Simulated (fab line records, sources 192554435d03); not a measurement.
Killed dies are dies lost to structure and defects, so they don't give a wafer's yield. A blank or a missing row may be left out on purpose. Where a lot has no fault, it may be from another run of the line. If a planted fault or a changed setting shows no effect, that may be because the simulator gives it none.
Lot-split experiment + flow n5-finfet + 7 lots, 21 wafers read, on a route of 1938 steps

ABOUT THE SPLIT
At N5_HKMG_FIN_PEB_10 (peb time 60 s), the setting peb-time-s was moved away from the recipe's 60 s on 9 of the 21 wafers read, by -20.8% to +21.9%. This setting was run at the recipe's value on the other wafers.

FROM SPLIT TO READING: 1 step shown by the file between the two
- N5_HKMG_FIN_DEVELOP_11: develop time 30 s

THE READING
cd-nm, in nm, at N5_HKMG_FIN_CD_MEAS_12 (target cd 92.8 nm). On this fab line, fault-free wafers typically give 93.1 nm with a standard deviation of 0.92 nm.

| wafer  | tool, chamber at the split | peb-time-s as run, s | against the recipe | cd-nm, nm | against lot-mates on the recipe |
|--------|----------------------------|----------------------|--------------------|-----------|---------------------------------|
| L080.4 | litho-track-01, 0          | 60                   | recipe             | 94.1      | -                               |
| L080.5 | litho-track-01, 0          | 60                   | recipe             | 94.5      | -                               |
| L080.6 | litho-track-01, 0          | 60                   | recipe             | 93.5      | -                               |
| L084.2 | litho-track-02, 0          | 66.2                 | +10.3%             | 95.8      | +4.2                            |
| L084.4 | litho-track-02, 0          | 60                   | recipe             | 91.6      | -                               |
| L084.5 | litho-track-02, 0          | 66.2                 | +10.3%             | 95.7      | +4.1                            |
| L086.1 | litho-track-04, 0          | 51.19                | -14.7%             | 87.1      | -6.0                            |
| L086.2 | litho-track-04, 0          | 60                   | recipe             | 92.7      | -                               |
| L086.3 | litho-track-04, 0          | 60                   | recipe             | 93.4      | -                               |
| L092.2 | litho-track-01, 0          | 60                   | recipe             | 92.7      | -                               |
| L092.4 | litho-track-01, 0          | 60                   | recipe             | 93.1      | -                               |
| L092.5 | litho-track-01, 0          | 60                   | recipe             | 92.5      | -                               |
| L093.3 | litho-track-02, 0          | 73.16                | +21.9%             | 97.3      | +5.0                            |
| L093.4 | litho-track-02, 0          | 60                   | recipe             | 92.3      | -                               |
| L093.6 | litho-track-02, 0          | 73.16                | +21.9%             | 96.9      | +4.6                            |
| L094.1 | litho-track-01, 0          | 63.84                | +6.4%              | 97.0      | +3.9                            |
| L094.5 | litho-track-01, 0          | 60                   | recipe             | 93.1      | -                               |
| L094.6 | litho-track-01, 0          | 63.84                | +6.4%              | 96.5      | +3.4                            |
| L097.2 | litho-track-01, 0          | 47.52                | -20.8%             | 85.4      | -8.1                            |
| L097.4 | litho-track-01, 0          | 47.52                | -20.8%             | 84.6      | -8.9                            |
| L097.6 | litho-track-01, 0          | 60                   | recipe             | 93.5      | -                               |

THE FIT
A straight line over all 21 wafers: cd-nm changes by +0.304 nm for each +1% of peb-time-s; r = +0.93; the points scatter about the line by 1.3 nm.
The same after taking each lot's own level away (the mean of its wafers on the recipe; 21 wafers): +0.337 nm for each +1%; r = +0.96; scatter 1.1 nm.
According to that fit, moving peb-time-s by its largest amount changes the reading by 7.4 nm.
From 91.60 to 94.03 nm: that is the span of the lots' own levels, equal to 2.6 times the standard deviation above.
So the lot-to-lot level changes the slope little: the two slopes agree.
Check: for one of the wafers moved furthest among these (+21.9%), held out of the fit, the line's prediction against its lot-mates is +7.84 nm. Against them it came out at +5 nm.

THE OTHER SPLITS THESE WAFERS WENT THROUGH
Other splits were also applied to these wafers ahead of the reading. Each is held against what the fit with the lots' levels taken away leaves over:
| other split on the same wafers        | wafers away from the commonest value | r with cd-nm (lot level and that fit taken away) |
|---------------------------------------|--------------------------------------|--------------------------------------------------|
| N5_WELL_APT_PEB_06 peb-time-s         | 5                                    | +0.05                                            |
| N5_WELL_APT_DEVELOP_07 develop-time-s | 6                                    | -0.23                                            |
| N5_FIN_SAQP_ALD_61 temp-c             | 6                                    | +0.29                                            |
| N5_STI_FIN_REVEAL_ETCHBACK_08 time-s  | 12                                   | -0.16                                            |
| N5_SD_EPI_N_PEB_07 peb-temp-c         | 5                                    | -0.23                                            |
| N5_SD_EPI_N_DEVELOP_08 develop-time-s | 6                                    | +0.00                                            |
| N5_SDB_CUT_ETCH_26 bias-w             | as run: not given for these wafers   | -                                                |

FILE'S OWN FIT
cd-nm changes by +0.343 nm for each +1% of peb-time-s, r = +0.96.
